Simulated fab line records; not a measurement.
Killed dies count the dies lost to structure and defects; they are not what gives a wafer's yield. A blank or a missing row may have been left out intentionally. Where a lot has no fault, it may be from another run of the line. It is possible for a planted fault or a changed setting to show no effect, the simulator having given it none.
Chamber matching + flow n5 finfet + pecvd-02 running N5_BEOL_M7_DEP_56: 3 sister chambers
The step deposits SiCN from 3MS/NH3, target thk 10 nm, time 17.5 s. 3 wafers are shown with their chamber, then 7 later ones without.

== WAFERS PAIRED WITH THEIR CHAMBERS ==
| wafer  | chamber | throttle valve pct (%) |
|--------|---------|------------------------|
| L502.5 | 0       | 8.95                   |
| L506.2 | 2       | 8.84                   |
| L506.3 | 1       | 8.82                   |

== WAFERS WITH NO CHAMBER GIVEN ==
| wafer  | throttle valve pct (%) |
|--------|------------------------|
| L506.4 | 8.53                   |
| L507.1 | 8.80                   |
| L507.3 | 8.85                   |
| L507.6 | 9.07                   |
| L508.2 | 8.60                   |
| L508.5 | 8.70                   |
| L508.6 | 9.06                   |

== CHAMBER TAKEN BY EACH ==
| wafer  | from the rows above          | in truth |
|--------|------------------------------|----------|
| L506.4 | can't be placed: 1 or 2 or 0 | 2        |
| L507.1 | can't be placed: 1 or 2 or 0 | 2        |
| L507.3 | can't be placed: 2 or 1 or 0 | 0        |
| L507.6 | can't be placed: 0 or 2 or 1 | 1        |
| L508.2 | can't be placed: 1 or 2 or 0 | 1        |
| L508.5 | can't be placed: 1 or 2 or 0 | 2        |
| L508.6 | can't be placed: 0 or 2 or 1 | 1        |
0 of 7 placed correctly. From these rows, 7 cannot be placed; in 7 the true chamber is one of the candidates. Number placed wrongly: 0.
How it was worked out, from the rows above alone: a wafer's distance from a chamber is the root of the sum, over the readings, of the square of ((its reading less the chamber's mean) divided by the reading's scatter). If the next closest chamber is less than 2 further off than the closest, the wafer can't be placed; otherwise it belongs to the closest. For every chamber, the mean is computed from those of its wafers that are shown. The scatter (one wafer shown for each chamber): square how far every hidden wafer sits from the nearest shown wafer, average those squares and take the square root.
